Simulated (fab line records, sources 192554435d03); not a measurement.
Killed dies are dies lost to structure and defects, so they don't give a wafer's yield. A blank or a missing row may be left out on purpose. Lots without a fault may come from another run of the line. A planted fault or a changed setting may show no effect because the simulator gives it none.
A struck lot beside a sound one | flow n5_finfet | 41 steps out of a route of 1938
Sound: wafers L443.4, L443.5, L443.6. Struck: wafers L434.1, L434.2, L434.3. The cause comes at the end.
At each step with rows: each side's tool, then ch and its chambers, then its first start. Under that, the readings that differ: sound wafers | struck wafers | difference of the means | sigmas: that difference in standard deviations of wafers without a fault.
alike: readings whose means differ by less than 2 such deviations, and words and numbers that are the same on both sides. not compared: withheld readings, readings that some wafer has no value for, bounds like >300 that may hide the same value, and numbers for which the record gives no deviation and whose values overlap.
The two part at a step that has a row with sigmas, a row that says differs or no value, or rows on one side only. Numbers that don't overlap but have no deviation are shown without sigmas and don't part them. A reading that every wafer of one side lacks parts them only if that side has two wafers or more.

first, 10 steps without rows for these wafers: N5_PMOS_HMC_CHANNEL_EPI_PRECLEAN_37 (cleans in O3/DIW, time 45 s); N5_PMOS_HMC_CHANNEL_EPI_PRECLEAN_24 (cleans in DHF, time 30 s); N5_PMOS_HMC_CHANNEL_EPI_SRD_25 (time 30 s); N5_PMOS_HMC_CHANNEL_EPI_EPI_26 (deposits Si from SiH4/H2, target thk 3.8 nm, time 22.7 s); N5_FIN_SAQP_PRECLEAN_42 (cleans in O3/DIW, time 60 s); N5_FIN_SAQP_PRECLEAN_00 (cleans in SC1, time 60 s); N5_FIN_SAQP_PRECLEAN_44 (cleans in SC2, time 45 s); N5_FIN_SAQP_SRD_01 (time 30 s); N5_FIN_SAQP_ALD_61 (deposits SiO2, target thk 4 nm, pulse time 1 s, purge time 2 s); N5_FIN_SAQP_DENSIFY_62 (time 60 s).
N5_FIN_SAQP_HM_DEP_03: deposits SiNx from SiH4/NH3/N2, target thk 38 nm, time 33.6 s.
  sound on pecvd-04 ch 0,1,2, day 7 08:46; struck on pecvd-04 ch 0,1,2, day 5 04:59
  no value came back on the struck wafers for any of 5 readings (chamber_pressure_Torr (Torr), heater_power_outer_w (W) and others); on the sound wafers chamber_pressure_Torr (Torr) reads 1.504 1.500 1.503
N5_FIN_SAQP_THK_MEAS_05:
  sound on film_metro-01, day 7 08:49; struck on film_metro-01, day 5 05:04
  reading     | sound          | struck      | difference | sigmas
  thk_nm (nm) | 38.9 38.9 39.3 | 4.0 4.1 4.0 | -35.0      | -62
then, 24 steps without rows for these wafers: N5_FIN_SAQP_PECVD_47 (deposits a-Si from SiH4/He, target thk 45 nm, time 36.3 s); N5_FIN_SAQP_PECVD_48 (deposits SiNx from SiH4/NH3/N2, target thk 25 nm, time 22.1 s); N5_FIN_SAQP_PECVD_06 (deposits a-Si from SiH4/He, target thk 60 nm, time 48.1 s); N5_FIN_SAQP_HM_DEP_72 (deposits SiO2 from SiH4/N2O, target thk 12 nm, time 7.2 s); N5_FIN_SAQP_COAT_49 (time 60 s, resist thk 100 nm); N5_FIN_SAQP_COAT_50 (time 60 s, resist thk 35 nm); N5_FIN_SAQP_COAT_10 (resist thk 90 nm); N5_FIN_SAQP_EBR_12; N5_FIN_SAQP_SOFTBAKE_11 (time 60 s); N5_FIN_SAQP_EXPOSE_13 (exposes mask FIN CORE, target cd 35.6 nm); N5_FIN_SAQP_PEB_14 (peb time 60 s); N5_FIN_SAQP_DEVELOP_15 (develop time 30 s); N5_FIN_SAQP_DESCUM_21 (chemistry O2, time 7.9 s); N5_FIN_SAQP_ETCH_51 (etches SiARC in CF4, target depth 45.5 nm, time 75.8 s); N5_FIN_SAQP_ETCH_52 (etches SOC in N2/H2, target depth 100 nm, overetch 20 nm, time 150 s); N5_FIN_SAQP_STRIP_53 (strips in N2/H2); N5_FIN_SAQP_HM_OPEN_73 (chemistry CHF3/O2, target SiO2, stops on a-Si, target depth 12 nm, time 16.8 s); N5_FIN_SAQP_STRIP_74 (strips in CHF3/O2); N5_FIN_SAQP_MANDREL_ETCH_22 (etches a-Si in HBr/Cl2, stops on SiNx, target depth 60 nm, bt time 10 s, time 30 s); N5_FIN_SAQP_STRIP_55 (strips in N2/H2); N5_FIN_SAQP_STRIP_23 (strips in SPM, time 750 s); N5_FIN_SAQP_SRD_66 (time 30 s); N5_FIN_SAQP_RECESS_75 (chemistry HF/NH3, target SiO2, target depth 14.4 nm, afs cycles 3, sublimation time 60 s); N5_FIN_SAQP_SPACER1_ALD_24 (deposits SiO2, target thk 20.3 nm, pulse time 1 s, purge time 2 s).
N5_FIN_SAQP_CD_MEAS_31: target cd 8 nm.
  sound on cd_sem-03 ch 0, day 7 13:03; struck on cd_sem-02 ch 0, day 5 10:35
  reading    | sound          | struck | difference                    | sigmas
  cd_nm (nm) | 8.17 8.02 7.93 | - - -  | no value on the struck wafers |
N5_FIN_SAQP_HM_OPEN_33: chemistry CH3F/O2, target SiNx, target depth 49.4 nm, time 70.6 s.
  sound on rie_diel-02 ch 0,3, day 7 13:05; struck on rie_diel-04 ch 1,2,3, day 5 10:40
  reading                   | sound             | struck         | difference | sigmas
  etch_rf_on_time_s (s)     | 72.0 71.9 71.1    | 6.0 6.0 6.0    | -65.7      | -41
  oes_product_au (a.u.)     | 0.61 0.60 0.64    | 0.33 0.28 0.25 | -0.33      | -5
  model.etch.depth_nm (nm)  | 38.29 38.15 38.68 | 0 0 0          | -38        |
  model.FIN_SAQP.cd_nm (nm) | 8 8.2 8.2         | 8.6 8.8 8.8    | +0.6       |
  alike: drypump_motor_current_A, oes_ar_750_au, rf_vpp_V, showerhead_plenum_p_Torr, throttle_valve_pct
  not compared: rf_hours_counter_h
N5_FIN_SAQP_ETCH_34: etches SiO2 in C4F6/O2, target depth 45 nm, time 15 s.
  sound on rie_diel-02 ch 0,3, day 7 13:10; struck on rie_diel-04 ch 1,2,3, day 5 10:44
  reading                                   | sound             | struck         | difference | sigmas
  oes_product_au (a.u.)                     | 0.61 0.61 0.65    | 1.14 0.96 0.91 | +0.38      | +6
  model.SiO2_of_FIN_SAQP_ALD_61.thk_nm (nm) | 4.009 3.989 3.987 | 0 0 0          | -4         |
  model.FIN_SAQP.cd_nm (nm)                 | 8 8.2 8           | 8.4 8.6 8.8    | +0.5       |
  alike: drypump_motor_current_A, etch_rf_on_time_s, oes_ar_750_au, rf_vpp_V, showerhead_plenum_p_Torr, throttle_valve_pct
  not compared: rf_hours_counter_h
N5_BEOL_M4_RC_MEAS_101:
  the record has rows for the sound wafers here (prober-01 ch 0, day 13 12:16) and none for the struck ones
-- the record jumps here: 10 days lie between the struck wafers' starts before and after (it left off in module BEOL_M4 and takes up again in module PASSIVATION, whose first step shown is number 1936 of the route) --
N5_PASSIVATION_PROBE_49:
  the record has rows for the struck wafers here (prober-02, day 15 05:27) and none for the sound ones

WHERE THEY PART
First at N5_FIN_SAQP_HM_DEP_03; last, within this record, at N5_PASSIVATION_PROBE_49.

WHY: what the simulator had put in
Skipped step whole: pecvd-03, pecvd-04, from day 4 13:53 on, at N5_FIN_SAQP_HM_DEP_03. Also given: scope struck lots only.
